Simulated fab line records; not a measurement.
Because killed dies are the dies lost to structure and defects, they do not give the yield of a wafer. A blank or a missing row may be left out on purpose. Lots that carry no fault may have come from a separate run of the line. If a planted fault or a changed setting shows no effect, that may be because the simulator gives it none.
A lot that was struck, set against a sound lot | flow n5_finfet | 27 steps out of a route of 1938
Sound: the wafers L694.2, L694.4. Wafers L701.2, L701.5, L701.6 were the ones struck. Last of all comes the cause.
For every step that has rows: the tool of each side, followed by ch and its chambers, followed by its first start. Under that, the readings that differ: sound wafers | struck wafers | difference of the means | sigmas: that difference in standard deviations of wafers without a fault.
alike: readings whose means differ by less than 2 such deviations, and words and numbers that are the same on both sides. not compared: withheld readings, readings that some wafer has no value for, bounds like >300 that may hide the same value, and numbers for which the record gives no deviation and whose values overlap.
Wherever a step has rows on one side only, a row that says differs or no value, or a row with sigmas, the two part there. When numbers do not overlap yet have no deviation, they are printed without sigmas and do not part them. A reading that every wafer of one side lacks parts them only if that side has two wafers or more.

first, 9 steps without rows for these wafers: N5_BEOL_M9_DESCUM_33 (chemistry O2, time 7 s); N5_BEOL_M9_ETCH_76 (etches underlayer in N2/H2, target depth 6.5 nm, time 5.2 s); N5_BEOL_M9_ETCH_65 (etches SiARC in CF4, target depth 15.6 nm, time 26 s); N5_BEOL_M9_ETCH_66 (etches SOC in N2/H2, target depth 80 nm, overetch 16 nm, time 120 s); N5_BEOL_M9_STRIP_69 (strips in N2/H2); N5_BEOL_M9_STRIP_77 (strips in N2/H2); N5_BEOL_M9_VIA_ETCH_34 (etches SiCOH lowk in C4F6/O2, target depth 182.4 nm, time 68.4 s); N5_BEOL_M9_STRIP_73 (strips in C4F6/O2); N5_BEOL_M9_STRIP_36 (strips in N2/H2).
N5_BEOL_M9_TRENCH_ETCH_37: etches SiCOH lowk in C4F6/O2, target depth 151.43 nm, time 49 s.
  sound on rie_diel-01 ch 0,3, day 11 11:21; struck on rie_diel-01 ch 0,3, day 12 17:02
  reading                                    | sound       | struck            | difference | sigmas
  bias_w (W)                                 | 185.7 184.6 | 162.3 163.5 161.1 | -22.8      | -39
  rf_vpp_V (V)                               | 684 645     | 582 583 616       | -71        | -4
  model.TiN_of_BEOL_M9_HM_DEP_02.thk_nm (nm) | 15.6 15.6   | 15.8 16 16        | +0.3       |
  alike: drypump_motor_current_A, oes_product_au, showerhead_plenum_p_Torr, throttle_valve_pct
  not compared: rf_hours_counter_h, model.etch.depth_nm, model.BEOL_M9.feature_depth_nm
then, 15 steps without rows for these wafers: N5_BEOL_M9_ETCH_41 (etches SiCN in CH3F/O2, target depth 36.6 nm, time 70.1 s); N5_BEOL_M9_STRIP_80 (strips in N2/H2, time 10 s); N5_BEOL_M9_HM_STRIP_39 (strips TiN in peroxide tin strip, target depth 25 nm, time 158 s); N5_BEOL_M9_SRD_40 (time 30 s); N5_BEOL_M9_PRECLEAN_42 (cleans in residue remover, time 60 s); N5_BEOL_M9_SRD_43 (time 30 s); N5_BEOL_M9_CURE_72 (cures SiCOH lowk, time 120 s); N5_BEOL_M9_DEGAS_44 (time 60 s); N5_BEOL_M9_PRE_CLEAN_45 (time 30 s); N5_BEOL_M9_ALD_74 (deposits TaN, target thk 2 nm, pulse time 2 s, purge time 3 s); N5_BEOL_M9_SURFACE_TREAT_79; N5_BEOL_M9_CVD_78 (deposits Co from CCTBA/H2, target thk 2 nm, time 138.9 s); N5_BEOL_M9_SPUTTER_48 (material Cu, target thk 12 nm, time 2 s); N5_BEOL_M9_ECD_50 (material Cu, target thk 318 nm); N5_BEOL_M9_ANNEAL_51 (time 90 s).
N5_BEOL_M9_CMP_52: polishes, stops on SiCOH lowk, t overpolish 7 s, target thk 140 nm.
  sound on cmp-03 ch 0,2, day 11 13:49; struck on cmp-01 ch 0,2,3, day 12 19:32
  reading                                | sound       | struck            | difference | sigmas
  model.Cu_of_BEOL_M9_ECD_50.thk_nm (nm) | 137.2 143.2 | 136.8 134.2 129.2 | -6.8       |
  alike: barrier_field_endpoint_s, clearing_platen_rpm, edge_zone_pressure_frac, motor_current_A, overpolish_run_s, time_to_endpoint_s
-- record jumps: 3 days separate the struck wafers' starts on either side; left off in module BEOL_M9, taken up again in module PASSIVATION, whose first shown step is the route's number 1936 --
N5_PASSIVATION_PROBE_49:
  sound on prober-01 at day 13 17:23; struck on prober-02 at day 15 09:59
  reading                  | sound     | struck         | difference | sigmas
  defect_limited_yield (%) | 89.8 89.1 | 93.6 92.8 94.6 | +4.2       | +3
  killed_at_front_end      | 49 55     | 29 42 13       | -24        | -2
  killed_dies              | 120 129   | 76 85 64       | -50        | -3
  killed_open              | 84 88     | 48 63 39       | -36        | -3
  sort_bin_5_function (%)  | 6.4 6.0   | 3.9 4.2 3.2    | -2.4       | -3
  sort_bin_6_memory (%)    | 3.5 4.4   | 2.2 2.9 2.0    | -1.6       | -2
  sort_n_pass              | 1060 1051 | 1104 1095 1115 | +49        | +3
  sort_yield_pct (%)       | 89.8 89.1 | 93.6 92.8 94.5 | +4.2       | +3
  alike: killed_at_M0_to_M3, killed_at_M4_up, killed_at_contacts, killed_at_other, killed_on_rim, killed_short, sort_bin_4_leakage, sort_bin_8_speed

## WHERE THEY PART
First at N5_BEOL_M9_TRENCH_ETCH_37; last, within this record, at N5_PASSIVATION_PROBE_49.

WHY: whatever the simulator had introduced
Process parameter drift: rie_diel-01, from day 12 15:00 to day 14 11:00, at N5_BEOL_M9_TRENCH_ETCH_37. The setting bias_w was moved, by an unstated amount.
